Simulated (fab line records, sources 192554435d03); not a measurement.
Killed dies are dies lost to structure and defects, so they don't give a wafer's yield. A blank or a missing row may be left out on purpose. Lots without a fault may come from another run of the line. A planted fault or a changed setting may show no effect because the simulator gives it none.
fab line records | flow n5_finfet
record lots=24 wafers=72 last_day=18
route steps=1938 shown BEOL_M11@1550 BEOL_M12@1612
lots that met no fault: from a run of the same line without faults
start_h: hours from the record's first day to the start of the lot's first wafer shown | wait_h: hours since the lot's step before | " the same as in the row above | L1.1+2: a row that stands for several wafers | - no value, or no start given | * or withheld: withheld | < > ~ a bound
route shown NAME@n: a module of which the file shows steps, and the number in the route of the first | usual: mean/standard deviation of fault-free wafers | same: alike in all rows | chamber/n: place in a boat | sites: the reading at each site | _std_site: their standard deviation | _edge_site: outer sites' mean less inner sites' | radius_mm: how far each site lies from the wafer's centre | mask NAME#n: copy n | behind: the tool/chamber that last shaped the wafer | hold: why the lot was held/for how many hours/how that ended | device: the transistor (n, p or np) that didn't switch | end of line: the same wafers' tests at the end of the route | a step without rows: its recipe alone | killed: dies lost to structure and defects at the first sort, not the wafer's yield | map: a wafer's dies, x killed, . not, _ none there
set.NAME: the setting as run; set.NAME@STEP: as run at that earlier step | model.NAME: the simulator's own value behind a step, which no gauge read
steps of the route over a sample of lots; a table a step, a row a wafer
services: from which hour (start_h, from the record's first day; less than 0 if before it) a tool's chamber was out of use, for how many hours, and why
## steps
# step N5_BEOL_M11_OVL_MEAS_12
# recipe points_per_wafer=44
# usual M11_OVL=0.1/0.77
# columns lot.wafer tool chamber start_h wait_h M11_OVL[nm]
L074.1 overlay-02 0 221.09 0.0 0.6
L074.2 " 0 " " -0.4
L074.3 " 0 " " -0.9
L075.1 overlay-02 0 225.87 0.0 -1.8
L075.4 " 0 " " -1.8
L075.6 " 0 " " -1.2
L077.4 overlay-01 0 237.63 0.0 0.4
L077.5 " 0 " " -0.2
L077.6 " 0 " " -0.7
L076.3 overlay-01 0 240.73 0.0 0.1
L076.4 " 0 " " 0.7
L076.5 " 0 " " 1.7
L079.1 overlay-01 0 242.67 0.0 0.0
L079.2 " 0 " " -0.2
L079.3 " 0 " " -0.2
L078.2 overlay-01 0 250.25 0.0 -1.3
L078.4 " 0 " " -0.2
L078.5 " 0 " " -0.3
L080.2 overlay-01 0 263.62 0.0 -0.7
L080.4 " 0 " " 0.2
L080.5 " 0 " " 1.2
L083.1 overlay-02 0 269.98 0.0 1.1
L083.3 " 0 " " 0.0
L083.4 " 0 " " 0.6
L081.2 overlay-02 0 270.29 0.0 -0.8
L081.3 " 0 " " -0.7
L081.5 " 0 " " -0.3
L082.1 overlay-01 0 277.48 0.0 -0.4
L082.4 " 0 " " -0.2
L082.6 " 0 " " -0.7
L084.1 overlay-01 0 288.68 0.0 0.0
L084.4 " 0 " " 0.7
L084.6 " 0 " " -0.2
L085.1 overlay-02 0 295.77 0.0 0.1
L085.2 " 0 " " 0.8
L085.3 " 0 " " -0.5
L086.3 overlay-02 0 312.91 0.0 0.8
L086.4 " 0 " " 0.8
L086.6 " 0 " " 0.2
L089.2 overlay-02 0 315.69 0.0 -0.3
L089.4 " 0 " " 0.4
L089.5 " 0 " " 0.1
L087.2 overlay-01 0 315.99 0.0 1.5
L087.3 " 0 " " 1.0
L087.4 " 0 " " 0.3
L088.3 overlay-01 0 318.54 0.0 1.3
L088.4 " 0 " " 0.2
L088.5 " 0 " " 1.3
L090.1 overlay-01 0 333.02 0.0 0.3
L090.2 " 0 " " 0.7
L090.3 " 0 " " 0.4
L091.1 overlay-02 0 342.61 0.0 0.4
L091.5 " 0 " " 0.3
L091.6 " 0 " " 0.7
L094.2 overlay-02 0 349.35 0.0 -0.8
L094.3 " 0 " " -1.0
L094.5 " 0 " " 0.8
L093.2 overlay-02 0 355.12 0.0 -0.6
L093.4 " 0 " " 1.3
L093.6 " 0 " " 1.0
L095.1 overlay-01 0 359.59 0.0 -0.4
L095.4 " 0 " " -0.8
L095.6 " 0 " " 0.0
L092.1 overlay-02 0 368.62 0.0 0.6
L092.3 " 0 " " -1.1
L092.4 " 0 " " 0.4
L096.1 overlay-02 0 372.10 0.0 0.4
L096.4 " 0 " " -0.5
L096.6 " 0 " " 0.9
L097.2 overlay-02 0 394.43 0.0 0.4
L097.5 " 0 " " -0.5
L097.6 " 0 " " 0.8
# step N5_BEOL_M11_VIA_ETCH_34
# recipe chemistry=C4F6/O2 target=SiCOH_lowk target_depth_a=1845 mask_material=SOC taper_deg=4 time_s=69.2 ion_energy_ev=250 pressure_mtorr=30 source_w=345 bias_w=185 Ar_flow_sccm=300 C4F6_flow_sccm=10 O2_flow_sccm=10
# usual drypump_motor_current_A=5.9/0.3 oes_ar_750_au=0.82/0.08 oes_product_au=0.82/0.087 rf_fwd_power_W=342.3/1.3 rf_vpp_V=660/19 showerhead_plenum_p_Torr=2.85/0.12 throttle_valve_pct=20.88/0.25
# columns lot.wafer tool chamber start_h wait_h drypump_motor_current_A oes_ar_750_au oes_product_au rf_fwd_power_W rf_hours_counter_h rf_vpp_V showerhead_plenum_p_Torr throttle_valve_pct
L074.1 rie_diel-03 0 225.70 0.0 5.8 0.88 0.86 340.7 50 647 2.87 20.95
L074.2 " 1 " " 5.6 0.74 0.73 340.5 203 652 2.71 21.19
L074.3 " 2 " " 6.6 0.97 0.96 343.8 7 648 2.81 20.46
L075.1 rie_diel-04 2 228.25 0.0 6.1 0.92 0.97 340.9 6 706 2.95 21.04
L075.4 " 0 " " 5.4 0.74 0.74 343.2 181 656 2.71 20.65
L075.6 " 0 " " 5.4 0.75 0.74 342.2 - 657 2.71 20.65
L077.4 rie_diel-04 2 240.43 0.0 6.1 0.91 0.93 343.0 10 705 2.95 21.05
L077.5 " 3 " " 5.6 0.77 0.77 340.3 - 654 2.65 20.71
L077.6 " 2 " " 6.0 0.91 0.94 341.7 - 704 2.95 21.05
L076.3 rie_diel-06 1 242.15 0.0 6.2 0.87 0.86 342.6 46 656 2.80 21.10
L076.4 " 3 " " 6.0 0.77 0.75 342.6 146 633 2.77 21.19
L076.5 " 3 " " 5.9 0.76 0.75 341.5 - 634 2.77 21.17
L079.1 rie_diel-06 1 244.95 0.0 6.2 0.87 0.86 343.5 47 656 2.80 21.10
L079.2 " 3 " " 6.0 0.77 0.74 343.5 147 633 2.77 21.17
L079.3 " 2 " " 5.9 0.92 0.93 342.0 6 687 2.90 20.57
L078.2 rie_diel-04 3 253.60 0.0 5.6 0.77 0.75 341.7 142 653 2.65 20.71
L078.4 " 3 " " 5.6 0.77 0.77 341.7 - 653 2.65 20.72
L078.5 " 1 " " 6.2 0.70 0.71 342.5 - 667 2.95 20.81
L080.2 rie_diel-03 2 265.10 0.0 6.5 0.93 0.92 342.4 21 648 2.80 20.48
L080.4 " 0 " " 5.9 0.86 0.84 340.0 64 647 2.86 20.99
L080.5 " 3 " " 5.5 0.94 0.94 342.2 - 658 3.05 20.53
L083.1 rie_diel-06 2 271.51 0.0 5.9 0.88 0.90 342.6 16 687 2.90 20.59
L083.3 " 3 " " 6.0 0.76 0.74 341.9 157 633 2.77 21.18
L083.4 " 1 " " 6.2 0.85 0.85 342.4 57 655 2.79 21.12
L081.2 rie_diel-06 1 274.29 0.0 6.2 0.85 0.84 344.4 58 655 2.79 21.10
L081.3 " 2 " " 5.9 0.88 0.90 341.6 17 687 2.90 20.58
L081.5 " 3 " " 6.0 0.75 0.74 342.1 - 634 2.77 21.20
L082.1 rie_diel-06 0 280.50 0.0 5.4 0.95 0.96 344.7 4 666 3.05 20.74
L082.4 " 1 " " 6.2 0.85 0.85 343.7 59 655 2.79 21.11
L082.6 " 2 " " 5.9 0.88 0.88 341.3 - 686 2.90 20.60
L084.1 rie_diel-03 3 291.23 0.0 5.5 0.91 0.92 342.5 12 659 3.05 20.54
L084.4 " 2 " " 6.6 0.90 0.91 341.8 - 647 2.80 20.50
L084.6 " 3 " " 5.5 0.92 0.92 342.8 - 660 3.05 20.53
L085.1 rie_diel-06 1 299.77 0.0 6.2 0.84 0.84 341.6 65 656 2.79 21.12
L085.2 " 0 " " 5.5 0.93 0.94 344.0 10 665 3.04 20.74
L085.3 " 2 " " 5.9 0.86 0.88 343.2 25 685 2.89 20.61
L086.3 rie_diel-06 3 315.16 0.0 6.0 0.75 0.73 343.3 169 634 2.76 21.21
L086.4 " 1 " " 6.2 0.84 0.85 343.4 68 656 2.79 21.13
L086.6 " 3 " " 6.0 0.75 0.74 342.9 - 634 2.76 21.22
L089.2 rie_diel-03 1 317.48 0.0 5.6 0.72 0.71 342.9 232 652 2.70 21.22
L089.4 " 0 " " 5.8 0.84 0.82 340.9 78 648 2.86 20.99
L089.5 " 3 " " 5.5 0.90 0.90 341.6 - 658 3.05 20.55
L087.2 rie_diel-06 3 317.64 0.0 6.0 0.74 0.73 344.1 169 634 2.76 21.21
L087.3 " 1 " " 6.2 0.84 0.83 342.5 69 657 2.79 21.14
L087.4 " 0 " " 5.5 0.92 0.93 342.1 14 665 3.04 20.75
L088.3 rie_diel-03 0 320.55 0.0 5.9 0.83 0.83 343.6 79 647 2.86 21.02
L088.4 " 1 " " 5.6 0.72 0.71 340.3 233 651 2.70 21.24
L088.5 " 0 " " 5.9 0.84 0.82 342.2 - 648 2.86 21.02
L090.1 rie_diel-04 0 335.26 0.0 5.5 0.73 0.72 341.3 206 656 2.70 20.69
L090.2 " 1 " " 6.2 0.68 0.68 342.7 216 665 2.94 20.84
L090.3 " 2 " " 6.1 0.85 0.88 341.7 38 705 2.94 21.09
L091.1 rie_diel-06 3 344.72 0.0 5.9 0.74 0.73 344.4 176 634 2.76 21.22
L091.5 " 1 " " 6.2 0.83 0.83 342.2 - 655 2.79 21.16
L091.6 " 2 " " 5.9 0.84 0.86 341.2 - 686 2.89 20.63
L094.2 rie_diel-06 3 350.82 0.0 6.0 0.74 0.73 343.4 178 634 2.76 21.20
L094.3 " 2 " " 5.8 0.83 0.86 340.9 38 686 2.89 20.63
L094.5 " 2 " " 5.9 0.84 0.85 342.8 - 684 2.89 20.63
L093.2 rie_diel-04 1 358.36 0.0 6.2 0.68 0.68 341.7 223 666 2.93 20.86
L093.4 " 3 " " 5.6 0.75 0.75 340.9 172 653 2.63 20.78
L093.6 " 0 " " 5.4 0.72 0.72 343.2 - 657 2.70 20.69
L095.1 rie_diel-04 3 360.95 0.0 5.6 0.74 0.74 342.1 172 652 2.63 20.77
L095.4 " 1 " " 6.2 0.68 0.67 343.9 224 666 2.93 20.86
L095.6 " 1 " " 6.2 0.67 0.68 342.5 - 666 2.93 20.86
L092.1 rie_diel-03 0 371.17 0.0 5.8 0.82 0.79 343.3 95 647 2.85 21.04
L092.3 " 3 " " 5.5 0.86 0.86 343.6 37 659 3.04 20.60
L092.4 " 1 " " 5.6 0.71 0.70 340.8 249 652 2.69 21.26
L096.1 rie_diel-06 3 373.46 0.0 6.0 0.74 0.72 342.9 184 634 2.76 21.24
L096.4 " 1 " " 6.2 0.82 0.81 343.6 85 656 2.78 21.16
L096.6 " 2 " " 5.9 0.83 0.85 342.7 - 686 2.88 20.64
L097.2 rie_diel-06 2 396.26 0.0 5.9 0.82 0.84 340.7 51 686 2.88 20.64
L097.5 " 1 " " 6.2 0.81 0.80 340.6 - 655 2.78 21.16
L097.6 " 2 " " 5.9 0.83 0.83 342.9 - 685 2.88 20.64
# step N5_BEOL_M11_CURE_72
# recipe temp_c=370 time_s=120 ambient=DMADMS/He material=SiCOH_lowk
# usual lamp_power_pct=52.32/0.061 wafer_temp_C_max=372.1/0.71
# columns lot.wafer tool chamber start_h wait_h lamp_power_pct wafer_temp_C_max
L074.1 uv_cure-01 1 226.19 0.0 52.38 371.4
L074.2 " 1 " " 52.31 372.2
L074.3 " 1 " " 52.23 371.4
L075.1 uv_cure-03 0 228.72 0.0 52.26 372.1
L075.4 " 0 " " 52.31 371.5
L075.6 " 0 " " 52.27 371.5
L077.4 uv_cure-02 2 241.06 0.2 52.39 372.1
L077.5 " 2 " " 52.37 371.8
L077.6 " 2 " " 52.40 371.9
L076.3 uv_cure-03 0 242.83 0.1 52.32 372.1
L076.4 " 0 " " 52.28 371.6
L076.5 " 0 " " 52.31 371.2
L079.1 uv_cure-02 0 245.43 0.0 52.34 372.1
L079.2 " 0 " " 52.35 371.9
L079.3 " 0 " " 52.30 372.3
L078.2 uv_cure-01 1 254.18 0.1 52.28 371.9
L078.4 " 1 " " 52.27 372.6
L078.5 " 1 " " 52.19 372.0
L080.2 uv_cure-03 1 265.72 0.1 52.44 373.9
L080.4 " 1 " " 52.25 373.7
L080.5 " 1 " " 52.27 373.2
L083.1 uv_cure-02 0 272.08 0.0 52.27 371.9
L083.3 " 0 " " 52.29 372.0
L083.4 " 0 " " 52.33 373.1
L081.2 uv_cure-02 0 274.82 0.1 52.31 371.8
L081.3 " 0 " " 52.34 372.0
L081.5 " 0 " " 52.45 372.1
L082.1 uv_cure-02 1 280.98 0.0 52.23 371.2
L082.4 " 1 " " 52.22 371.9
L082.6 " 1 " " 52.26 371.3
L084.1 uv_cure-01 0 291.71 0.0 52.32 373.2
L084.4 " 0 " " 52.41 373.0
L084.6 " 0 " " 52.22 372.8
L085.1 uv_cure-02 2 300.25 0.0 52.35 372.3
L085.2 " 2 " " 52.40 372.3
L085.3 " 2 " " 52.30 372.5
L086.3 uv_cure-01 2 315.90 0.3 52.42 373.3
L086.4 " 2 " " 52.30 372.2
L086.6 " 2 " " 52.33 373.2
L089.2 uv_cure-01 1 318.07 0.2 52.37 372.3
L089.4 " 1 " " 52.39 372.2
L089.5 " 1 " " 52.36 371.4
L087.2 uv_cure-01 2 318.37 0.3 52.33 373.3
L087.3 " 2 " " 52.25 372.2
L087.4 " 2 " " 52.32 372.2
L088.3 uv_cure-01 0 321.14 0.1 52.32 373.2
L088.4 " 0 " " 52.30 372.6
L088.5 " 0 " " 52.41 372.1
L090.1 uv_cure-02 0 335.74 0.0 52.33 372.2
L090.2 " 0 " " 52.34 372.3
L090.3 " 0 " " 52.29 372.1
L091.1 uv_cure-03 2 345.20 0.0 52.32 372.8
L091.5 " 2 " " 52.28 372.3
L091.6 " 2 " " 52.38 372.5
L094.2 uv_cure-02 0 351.35 0.1 52.30 372.1
L094.3 " 0 " " 52.27 371.6
L094.5 " 0 " " 52.30 372.3
L093.2 uv_cure-02 2 358.90 0.1 52.31 371.6
L093.4 " 2 " " 52.27 371.4
L093.6 " 2 " " 52.36 371.4
L095.1 uv_cure-02 1 361.43 0.0 52.34 371.2
L095.4 " 1 " " 52.37 371.0
L095.6 " 1 " " 52.26 370.5
L092.1 uv_cure-02 1 371.65 0.0 52.41 371.3
L092.3 " 1 " " 52.28 370.6
L092.4 " 1 " " 52.30 370.8
L096.1 uv_cure-01 0 373.94 0.0 52.36 372.8
L096.4 " 0 " " 52.32 372.7
L096.6 " 0 " " 52.34 373.2
L097.2 uv_cure-01 1 396.79 0.1 52.27 371.8
L097.5 " 1 " " 52.38 372.3
L097.6 " 1 " " 52.24 372.0
# step N5_BEOL_M12_CD_MEAS_10
# recipe target_cd_nm=140 landing_energy_ev=500 detector=se_inlens polarity=opening
# usual cd_nm=141.0/2.7
# columns lot.wafer tool chamber start_h wait_h cd_nm
L074.1 cd_sem-02 0 228.83 - 138.3
L074.2 " 0 " " 140.7
L074.3 " 0 " " 142.5
L075.1 cd_sem-03 0 231.83 - 142.1
L075.4 " 0 " " 140.5
L075.6 " 0 " " 136.4
L077.4 cd_sem-01 0 243.75 - 139.2
L077.5 " 0 " " 137.6
L077.6 " 0 " " 138.4
L076.3 cd_sem-02 0 247.61 - 136.4
L076.4 " 0 " " 140.3
L076.5 " 0 " " 143.8
L079.1 cd_sem-03 0 248.01 - 143.3
L079.2 " 0 " " 140.5
L079.3 " 0 " " 138.9
L078.2 cd_sem-02 0 258.09 - 140.4
L078.4 " 0 " " 139.7
L078.5 " 0 " " 140.3
L080.2 cd_sem-02 0 268.04 - 142.1
L080.4 " 0 " " 142.1
L080.5 " 0 " " 139.8
L083.1 cd_sem-02 0 275.78 - 137.5
L083.3 " 0 " " 140.3
L083.4 " 0 " " 141.4
L081.2 cd_sem-03 0 279.25 - 141.7
L081.3 " 0 " " 140.5
L081.5 " 0 " " 138.9
L082.1 cd_sem-02 0 284.11 - 140.5
L082.4 " 0 " " 145.2
L082.6 " 0 " " 143.1
L084.1 cd_sem-03 0 294.77 - 141.1
L084.4 " 0 " " 136.9
L084.6 " 0 " " 144.6
L085.1 cd_sem-02 0 303.24 - 140.5
L085.2 " 0 " " 144.6
L085.3 " 0 " " 144.6
L086.3 cd_sem-03 0 318.97 - 142.5
L086.4 " 0 " " 140.0
L086.6 " 0 " " 138.9
L089.2 cd_sem-02 0 321.31 - 144.5
L089.4 " 0 " " 141.2
L089.5 " 0 " " 143.5
L087.2 cd_sem-03 0 322.00 - 142.3
L087.3 " 0 " " 140.2
L087.4 " 0 " " 143.0
L088.3 cd_sem-01 0 324.75 - 140.7
L088.4 " 0 " " 146.1
L088.5 " 0 " " 141.9
L090.1 cd_sem-01 0 338.47 - 141.2
L090.2 " 0 " " 142.2
L090.3 " 0 " " 140.1
L091.1 cd_sem-03 0 348.31 - 143.9
L091.5 " 0 " " 140.9
L091.6 " 0 " " 137.2
L094.2 cd_sem-03 0 353.89 - 135.1
L094.3 " 0 " " 138.5
L094.5 " 0 " " 138.0
L093.2 cd_sem-02 0 362.17 - 139.9
L093.4 " 0 " " 140.0
L093.6 " 0 " " 143.8
L095.1 cd_sem-01 0 366.08 - 138.1
L095.4 " 0 " " 138.9
L095.6 " 0 " " 145.4
L092.1 cd_sem-02 0 374.37 - 144.5
L092.3 " 0 " " 142.8
L092.4 " 0 " " 137.3
L096.1 cd_sem-01 0 378.52 - 139.9
L096.4 " 0 " " 144.4
L096.6 " 0 " " 142.7
L097.2 cd_sem-03 0 399.58 - 137.8
L097.5 " 0 " " 141.3
L097.6 " 0 " " 138.3
# step N5_BEOL_M12_ANNEAL_48
# recipe temp_c=225 time_s=90 ambient=N2
# usual wafer_temp_C_max=226.3/0.48
# columns lot.wafer tool chamber start_h wait_h wafer_temp_C_max
L074.1 rtp_anneal-02 0 231.98 0.1 226.6
L074.2 " 0 " " 226.5
L074.3 " 0 " " 226.9
L075.1 rtp_anneal-02 0 234.95 0.7 226.3
L075.4 " 0 " " 226.4
L075.6 " 0 " " 227.1
L077.4 rtp_anneal-02 0 247.82 0.2 226.5
L077.5 " 0 " " 226.6
L077.6 " 0 " " 226.3
L076.3 rtp_anneal-02 0 250.42 0.2 227.2
L076.4 " 0 " " 226.2
L076.5 " 0 " " 227.0
L079.1 rtp_anneal-01 0 250.99 0.5 225.8
L079.2 " 0 " " 226.1
L079.3 " 0 " " 225.9
L078.2 rtp_anneal-02 0 260.99 0.1 226.5
L078.4 " 0 " " 226.3
L078.5 " 0 " " 226.4
L080.2 rtp_anneal-01 0 272.18 0.1 226.0
L080.4 " 0 " " 225.8
L080.5 " 0 " " 225.9
L083.1 rtp_anneal-02 0 278.64 0.1 226.7
L083.3 " 0 " " 226.5
L083.4 " 0 " " 226.8
L081.2 rtp_anneal-02 0 284.80 0.5 227.1
L081.3 " 0 " " 226.4
L081.5 " 0 " " 226.9
L082.1 rtp_anneal-02 0 292.20 0.1 227.1
L082.4 " 0 " " 226.4
L082.6 " 0 " " 226.3
L084.1 rtp_anneal-02 0 312.39 0.1 226.6
L084.4 " 0 " " 226.8
L084.6 " 0 " " 226.9
L085.1 rtp_anneal-01 0 312.85 0.2 225.7
L085.2 " 0 " " 225.6
L085.3 " 0 " " 225.9
L086.3 rtp_anneal-01 0 321.79 0.2 225.7
L086.4 " 0 " " 225.5
L086.6 " 0 " " 226.1
L089.2 rtp_anneal-01 0 324.16 0.3 225.8
L089.4 " 0 " " 226.1
L089.5 " 0 " " 226.1
L087.2 rtp_anneal-02 0 329.03 0.1 227.1
L087.3 " 0 " " 226.4
L087.4 " 0 " " 226.3
L088.3 rtp_anneal-02 0 330.08 0.2 226.4
L088.4 " 0 " " 226.7
L088.5 " 0 " " 226.5
L090.1 rtp_anneal-02 0 343.43 0.1 227.0
L090.2 " 0 " " 226.8
L090.3 " 0 " " 227.5
L091.1 rtp_anneal-01 0 352.28 0.2 225.9
L091.5 " 0 " " 226.0
L091.6 " 0 " " 226.1
L094.2 rtp_anneal-02 0 360.13 0.1 226.3
L094.3 " 0 " " 227.2
L094.5 " 0 " " 226.3
L093.2 rtp_anneal-02 0 366.47 0.6 227.1
L093.4 " 0 " " 226.4
L093.6 " 0 " " 226.7
L095.1 rtp_anneal-01 0 368.77 0.1 225.7
L095.4 " 0 " " 225.7
L095.6 " 0 " " 225.5
L092.1 rtp_anneal-02 0 378.18 0.1 226.5
L092.3 " 0 " " 226.1
L092.4 " 0 " " 226.6
L096.1 rtp_anneal-01 0 389.69 0.2 225.5
L096.4 " 0 " " 225.2
L096.6 " 0 " " 225.6
L097.2 rtp_anneal-02 0 403.36 0.2 226.0
L097.5 " 0 " " 226.4
L097.6 " 0 " " 226.5
# step N5_BEOL_M12_CMP_49
# recipe stop_on=SiOC t_overpolish_s=20.6 down_force_psi=1 platen_rpm=50 clearing_platen_down_force_psi=1.5 clearing_platen_rpm=50 post_cmp_clean=cu_alkaline target_thk_nm=320 clearing_platen_pad_velocity_m_s=0.99484 pad_velocity_m_s=0.99484
# usual barrier_field_endpoint_s=30.2/0.89 motor_current_A=6.1/0.6 overpolish_run_s=20.602/0.0086 pad_life_wafers=880/600 slurry_filter_dp_kPa=13.49/0.14
# columns lot.wafer tool chamber start_h wait_h barrier_field_endpoint_s motor_current_A overpolish_run_s pad_life_wafers slurry_filter_dp_kPa
L074.2 cmp-03 2 232.28 0.2 31.0 6.1 20.593 1878 13.58
L074.3 " 3 " " 31.1 6.9 20.598 1879 13.12
L074.1 " 1 " " 28.8 5.6 20.605 1881 13.62
L075.1 cmp-03 2 235.29 0.3 31.6 6.5 20.608 1903 13.46
L075.4 " 3 " " 31.7 6.7 20.595 1904 13.54
L075.6 " 1 " " 30.4 5.7 20.603 - 13.64
L077.4 cmp-02 1 248.06 0.2 29.0 6.6 20.601 44 13.60
L077.5 " 3 " " 29.9 5.4 20.602 - 13.85
L077.6 " 0 " " 30.3 6.5 20.607 - 13.52
L076.4 cmp-04 2 250.66 0.2 30.8 5.1 20.598 1741 13.90
L076.3 " 0 " " 29.8 5.7 20.598 1743 13.64
L076.5 " 2 " " 31.0 5.4 20.615 - 13.18
L079.2 cmp-04 0 251.29 0.2 30.7 5.5 20.615 1746 13.29
L079.1 " 1 " " 29.7 6.6 20.608 1747 13.57
L079.3 " 3 " " 30.8 6.1 20.601 1749 13.52
L078.4 cmp-04 2 261.32 0.2 30.2 5.2 20.598 1844 13.44
L078.2 " 3 " " 30.0 6.5 20.607 1845 13.63
L078.5 " 1 " " 30.4 6.9 20.613 - 13.36
L080.2 cmp-04 0 272.51 0.3 29.4 5.6 20.607 1928 13.54
L080.4 " 1 " " 29.8 6.6 20.604 1929 13.50
L080.5 " 3 " " 30.3 6.9 20.604 - 13.64
L083.4 cmp-03 0 278.94 0.1 30.3 7.4 20.600 198 13.53
L083.1 " 2 " " 30.3 6.5 20.614 200 13.46
L083.3 " 3 " " 30.3 6.4 20.596 201 13.50
L081.3 cmp-02 1 285.06 0.2 29.4 6.6 20.616 288 13.46
L081.2 " 0 " " 28.8 6.3 20.619 291 13.35
L081.5 " 1 " " 29.3 6.3 20.595 - 13.47
L082.1 cmp-04 2 292.50 0.3 30.9 5.0 20.606 18 13.30
L082.4 " 0 " " 28.6 5.8 20.586 20 13.46
L082.6 " 3 " " 29.4 6.0 20.610 - 13.48
L084.4 cmp-02 1 312.69 0.1 29.8 6.2 20.616 486 13.65
L084.1 " 3 " " 28.5 5.6 20.608 488 13.52
L084.6 " 2 " " 30.0 5.8 20.607 - 13.59
L085.3 cmp-03 2 313.16 0.2 29.4 6.3 20.585 444 13.52
L085.2 " 3 " " 30.4 6.5 20.591 445 13.61
L085.1 " 0 " " 29.5 7.2 20.606 446 13.41
L086.4 cmp-02 0 322.04 0.2 30.8 7.1 20.602 565 13.55
L086.3 " 2 " " 29.8 5.8 20.610 567 13.66
L086.6 " 0 " " 30.2 6.8 20.602 - 13.40
L089.2 cmp-03 0 324.45 0.2 31.2 6.8 20.605 541 13.48
L089.4 " 1 " " 30.3 5.6 20.608 542 13.73
L089.5 " 3 " " 30.4 6.3 20.608 - 13.44
L087.4 cmp-02 3 329.28 0.1 29.5 4.9 20.597 624 13.37
L087.3 " 0 " " 30.0 6.4 20.592 625 13.41
L087.2 " 1 " " 29.9 6.5 20.594 626 13.18
L088.3 cmp-03 3 330.29 0.2 31.6 6.3 20.611 588 13.38
L088.4 " 1 " " 30.9 6.0 20.632 590 13.44
L088.5 " 0 " " 30.7 7.2 20.613 - 13.77
L090.3 cmp-02 2 343.73 0.2 31.9 5.7 20.614 756 13.47
L090.2 " 0 " " 30.5 6.8 20.603 758 13.57
L090.1 " 1 " " 30.5 6.7 20.607 759 13.43
L091.1 cmp-04 2 352.61 0.3 30.9 5.1 20.605 505 13.72
L091.5 " 1 " " 30.4 6.3 20.589 - 13.51
L091.6 " 2 " " 31.2 5.2 20.615 - 13.54
L094.3 cmp-02 2 360.42 0.2 31.7 5.7 20.601 877 13.44
L094.2 " 3 " " 29.0 5.6 20.605 878 13.62
L094.5 " 2 " " 31.5 5.6 20.604 - 13.64
L093.4 cmp-02 3 366.72 0.1 29.0 5.3 20.594 930 13.29
L093.2 " 1 " " 29.1 6.8 20.599 932 13.58
L093.6 " 3 " " 28.8 5.4 20.589 - 13.75
L095.4 cmp-04 1 369.11 0.2 30.4 6.5 20.576 619 13.53
L095.1 " 3 " " 30.0 6.3 20.597 621 13.32
L095.6 " 0 " " 29.8 5.8 20.597 - 13.47
L092.3 cmp-03 2 378.48 0.2 30.5 6.1 20.595 882 13.29
L092.4 " 3 " " 31.3 6.8 20.601 883 13.64
L092.1 " 1 " " 29.6 5.9 20.592 885 13.49
L096.1 cmp-04 1 389.99 0.3 31.0 6.6 20.612 810 13.49
L096.4 " 2 " " 30.2 5.3 20.592 811 13.23
L096.6 " 2 " " 31.7 5.2 20.595 - 13.47
L097.2 cmp-04 2 403.79 0.4 30.8 5.1 20.592 896 13.31
L097.5 " 0 " " 30.5 5.6 20.590 - 13.35
L097.6 " 1 " " 30.0 6.5 20.600 - 13.43
## services
# columns tool chamber start_h hours kind
rie_diel-04 0 209.83 5.8 repair
cmp-04 - 224.79 1.5 repair
cmp-02 - 239.41 4.0 pm
rie_diel-04 0 250.43 17.9 repair
cmp-03 - 251.27 4.0 pm
cmp-02 - 263.19 4.4 pm
cmp-04 - 263.30 0.7 repair
rie_diel-03 - 267.61 2.8 pm
cmp-03 - 272.64 0.3 repair
uv_cure-03 - 277.44 6.0 pm
cmp-04 - 285.55 4.0 pm
rie_diel-03 3 285.89 4.9 repair
uv_cure-03 - 310.02 11.6 repair
rie_diel-06 - 318.79 1.1 repair
cmp-03 - 332.55 0.6 repair
cmp-03 - 335.14 7.4 pm
uv_cure-01 - 341.40 4.3 pm
rie_diel-04 0 341.79 8.0 repair
rie_diel-06 0 366.77 5.4 repair
uv_cure-02 - 375.12 5.0 pm
cmp-02 - 388.11 1.2 repair
rie_diel-04 0 391.03 6.1 repair
cmp-04 - 392.10 5.1 pm
rie_diel-06 3 398.14 6.2 repair
## key
fault none
